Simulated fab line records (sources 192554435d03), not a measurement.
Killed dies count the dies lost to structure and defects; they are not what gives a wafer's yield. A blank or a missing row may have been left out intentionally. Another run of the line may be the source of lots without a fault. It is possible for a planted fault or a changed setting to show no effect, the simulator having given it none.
Lot-split experiment | flow n5Finfet | route with 1938 steps; 7 lots, 21 wafers read

THE SPLIT
At N5_BEOL_M10_VIA_ETCH_34 (etches SiCOH lowk in C4F6/O2, target depth 184.5 nm, time 69.2 s), the setting biasW was moved away from the recipe's 185 W on 5 of the 21 wafers read, by -17.1% to +5.4%. The other wafers ran this setting at the recipe's value.

The reading is taken at the split's own step.

THE READING
rfVppV, in V, at N5_BEOL_M10_VIA_ETCH_34 (etches SiCOH lowk in C4F6/O2, target depth 184.5 nm, time 69.2 s). A value of 663 V with a standard deviation of 15 V is what fault-free wafers of this fab line usually give.

wafer  | tool, chamber at the split | biasW as run, W | against the recipe | rfVppV, V | against lot-mates on the recipe
L078.1 | rieDiel-05, 0              | 185             | recipe             | 675       | -
L078.2 | rieDiel-05, 3              | 166.6           | -9.9%              | 603       | -72
L078.6 | rieDiel-05, 1              | 166.6           | -9.9%              | 626       | -49
L080.1 | rieDiel-05, 1              | 185             | recipe             | 679       | -
L080.2 | rieDiel-05, 0              | 185             | recipe             | 673       | -
L080.6 | rieDiel-05, 2              | 185             | recipe             | 678       | -
L092.1 | rieDiel-06, 1              | 153.3           | -17.1%             | 566       | -99
L092.3 | rieDiel-06, 3              | 185             | recipe             | 673       | -
L092.4 | rieDiel-06, 1              | 185             | recipe             | 657       | -
L093.2 | rieDiel-06, 3              | 185             | recipe             | 673       | -
L093.5 | rieDiel-06, 2              | 185             | recipe             | 645       | -
L093.6 | rieDiel-06, 1              | 185             | recipe             | 658       | -
L094.3 | rieDiel-05, 1              | 185             | recipe             | 679       | -
L094.4 | rieDiel-05, 0              | 185             | recipe             | 675       | -
L094.5 | rieDiel-05, 2              | 185             | recipe             | 678       | -
L096.1 | rieDiel-02, 0              | 185             | recipe             | 657       | -
L096.5 | rieDiel-02, 3              | 185             | recipe             | 633       | -
L096.6 | rieDiel-02, 0              | 185             | recipe             | 658       | -
L097.2 | rieDiel-05, 1              | 185             | recipe             | 679       | -
L097.4 | rieDiel-05, 3              | 194.9           | +5.4%              | 683       | +4
L097.5 | rieDiel-05, 1              | 194.9           | +5.4%              | 708       | +29

FIT RESULTS
A straight line over all 21 wafers: rfVppV changes by +5.61 V for each +1% of biasW; r = +0.91; the points scatter about the line by 14 V.
The same after taking each lot's own level away (the mean of its wafers on the recipe; 21 wafers): +5.51 V for each +1%; r = +0.95; scatter 9.9 V.
On that fit, the largest move of biasW shifts the reading by 94 V.
The span of the lots' own levels, 649.3 to 679.0 V, comes to 2.0 times the standard deviation stated above.
So the lot-to-lot level changes the slope little: the two slopes agree.
Check: for one of the wafers moved furthest among these (-17.1%), held out of the fit, the line's prediction against its lot-mates is -93.4 V. It came out at -99 V against them.
Tool readings at the split's step, against how far the setting was moved: rfVppV r = +0.91.

FILE'S OWN FIT
rfVppV changes by +5.67 V for each +1% of biasW, r = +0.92.
